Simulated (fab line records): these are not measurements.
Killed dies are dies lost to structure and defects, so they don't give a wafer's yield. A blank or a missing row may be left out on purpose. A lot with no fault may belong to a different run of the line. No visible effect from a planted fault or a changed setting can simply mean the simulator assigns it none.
Which tool is to blame?    flow n5-finfet    33 wafers from 11 lots sampled at 5 of the route's 1938 steps

## WHAT EACH GAUGE READ, for each wafer
N5_BEOL_M13_OCD_MEAS_35. Usual: trench-depth-nm at 412 nm, with a standard deviation of 7.7.
lot   measured      on      trench-depth-nm (nm)  flag
L860  day 10 23:57  ocd-02  420 415 417           
L861  day 11 07:02  ocd-01  411 395 408           
L864  day 11 17:20  ocd-02  421 401 421           
L865  day 12 13:14  ocd-01  405 406 405           
L867  day 13 02:55  ocd-02  409 407 411           
L868  day 14 03:01  ocd-02  425 410 415           
L876  day 15 03:00  ocd-01  410 410 411           
L879  day 16 08:17  ocd-02  402 407 402           
L880  day 16 23:10  ocd-01  404 407 400           
L883  day 17 10:18  ocd-01  405 405 420           
L882  day 17 13:46  ocd-01  415 423 427           

N5_BEOL_M14_OVL_MEAS_11. Usual: V13_OVL typically reads 5 nm, with standard deviation 5.3.
lot   measured      on          V13_OVL (nm)  flag
L860  day 11 02:20  overlay-02  6 8 9         
L861  day 11 09:55  overlay-02  16 7 10       
L864  day 12 04:23  overlay-02  5 9 2         
L865  day 12 16:58  overlay-01  7 -3 11       
L867  day 13 05:13  overlay-02  9 4 10        
L868  day 14 07:10  overlay-02  14 3 15       
L876  day 15 10:20  overlay-01  15 2 6        
L879  day 16 12:01  overlay-01  -2 4 6        
L880  day 17 02:52  overlay-01  6 2 10        
L883  day 17 14:16  overlay-01  -4 0 -7       
L882  day 17 16:24  overlay-01  8 4 10        

N5_BEOL_M14_INSPECT_12: inspects for defects (macro). Usual: raw-defect-count at 2.0, with a standard deviation of 1.4.
lot   measured      on                 raw-defect-count  flag
L860  day 11 02:22  defect-inspect-02  4 3 1             
L861  day 11 09:56  defect-inspect-01  2 2 6             
L864  day 12 04:25  defect-inspect-01  3 1 1             
L865  day 12 16:59  defect-inspect-02  2 0 3             
L867  day 13 05:15  defect-inspect-02  2 5 2             
L868  day 14 07:11  defect-inspect-02  2 1 3             
L876  day 15 10:21  defect-inspect-02  4 3 >300          
L879  day 16 12:02  defect-inspect-02  0 3 1             
L880  day 17 02:53  defect-inspect-02  2 7 1             
L883  day 17 14:17  defect-inspect-01  0 1 1             
L882  day 17 16:25  defect-inspect-02  1 4 2             

## EACH LOT AND THE TOOL THAT RAN IT (in order: tool; ch and the chambers of the sampled wafers; start)
lot   N5_BEOL_M13_ETCH_38                 N5_BEOL_M14_ILD_DEP_00
L860  rie-diel-06 ch 0,2,3, day 11 00:04  pecvd-01 ch 1,2, day 11 01:49
L861  rie-diel-04 ch 0,2, day 11 07:29    pecvd-01 ch 0,2, day 11 09:23
L864  rie-diel-02 ch 0,1,3, day 12 02:08  pecvd-04 ch 0,1,2, day 12 03:44
L865  rie-diel-02 ch 0,2, day 12 14:19    pecvd-04 ch 1,2, day 12 16:26
L867  rie-diel-06 ch 0,2,3, day 13 03:02  pecvd-01 ch 1,2, day 13 04:41
L868  rie-diel-06 ch 0,1,3, day 14 04:28  pecvd-03 ch 0,1,2, day 14 06:38
L876  rie-diel-02 ch 2,3, day 15 07:58    pecvd-01 ch 0,2, day 15 09:41
L879  rie-diel-06 ch 0,2, day 16 09:02    pecvd-03 ch 0,1,2, day 16 11:22
L880  rie-diel-06 ch 0,1, day 16 23:59    pecvd-04 ch 0,1, day 17 02:20
L883  rie-diel-02 ch 1,2,3, day 17 11:26  pecvd-04 ch 1,2, day 17 13:44
L882  rie-diel-04 ch 0,3, day 17 13:55    pecvd-04 ch 0,1,2, day 17 15:45
- N5_BEOL_M13_ETCH_38: etches SiCN in CF4/N2, target depth 67.5 nm, time 71.9 s.
- N5_BEOL_M14_ILD_DEP_00: deposits SiO2 from TEOS/O2, target thk 1119.3 nm, time 237.4 s.

## AS READ BY THE TOOLS THEMSELVES (means over the sampled wafers that have a number; for cases with no such wafer, the mark the record gives instead)
N5_BEOL_M13_ETCH_38. Usual: drypump-motor-current-A 5.5 A, standard deviation 0.37; oes-product-au 0.81 a.u., standard deviation 0.082; rf-vpp-V 382.2 V, standard deviation 2; showerhead-plenum-p-Torr 2.21 Torr, standard deviation 0.071; throttle-valve-pct 15.46 %, standard deviation 0.2.
lot   tool         drypump-motor-current-A (A)  oes-product-au (a.u.)  rf-vpp-V (V)  showerhead-plenum-p-Torr (Torr)  throttle-valve-pct (%)  flag
L860  rie-diel-06  5.6                          0.78                   383.6         2.27                             15.39                   
L861  rie-diel-04  5.7                          0.75                   380.0         2.13                             15.44                   
L864  rie-diel-02  5.5                          0.84                   382.8         2.23                             15.55                   
L865  rie-diel-02  5.4                          0.92                   381.2         2.17                             15.18                   
L867  rie-diel-06  5.6                          0.77                   383.2         2.27                             15.44                   
L868  rie-diel-06  5.4                          0.78                   382.7         2.25                             15.49                   
L876  rie-diel-02  5.8                          0.86                   381.8         2.20                             15.30                   
L879  rie-diel-06  5.9                          0.73                   382.3         2.22                             15.55                   
L880  rie-diel-06  5.5                          0.77                   382.1         2.18                             15.68                   
L883  rie-diel-02  5.8                          0.86                   381.5         2.20                             15.34                   
L882  rie-diel-04  5.5                          0.90                   383.1         2.23                             15.37                   

N5_BEOL_M14_ILD_DEP_00. Usual: heater-power-w 533 W, standard deviation 130; showerhead-plenum-p-Torr 8.35 Torr, standard deviation 0.034; throttle-valve-pct 18.7 %, standard deviation 1.3.
lot   tool      heater-power-w (W)  showerhead-plenum-p-Torr (Torr)  throttle-valve-pct (%)  flag
L860  pecvd-01  494                 8.37                             17.7                    
L861  pecvd-01  528                 8.35                             17.1                    
L864  pecvd-04  430                 8.34                             18.5                    
L865  pecvd-04  414                 8.34                             17.4                    
L867  pecvd-01  501                 8.37                             17.6                    
L868  pecvd-03  608                 8.34                             19.1                    
L876  pecvd-01  546                 8.34                             17.4                    
L879  pecvd-03  656                 8.35                             19.0                    
L880  pecvd-04  415                 8.34                             19.6                    
L883  pecvd-04  429                 8.34                             18.0                    
L882  pecvd-04  443                 8.31                             18.8                    

## THE ANSWER, worked out from the rows above alone
Rule: take the mean of a lot's wafers that have a number; if it is more than 3 standard deviations from the usual mean, the lot is off. Also off: a lot with no number at a reading for which 4 or more lots have one. Any other lot the step has rows for is counted as sound. First the gauges in route order, then the tools' own readings, where a lot's mean is used as printed above. The first step at which some lot is off is used, and at that step the reading that is off furthest; a lot without a number counts as furthest.
No lot is off at any reading shown: from this, nothing can be told.

## WHAT WAS PUT IN BY THE SIMULATOR
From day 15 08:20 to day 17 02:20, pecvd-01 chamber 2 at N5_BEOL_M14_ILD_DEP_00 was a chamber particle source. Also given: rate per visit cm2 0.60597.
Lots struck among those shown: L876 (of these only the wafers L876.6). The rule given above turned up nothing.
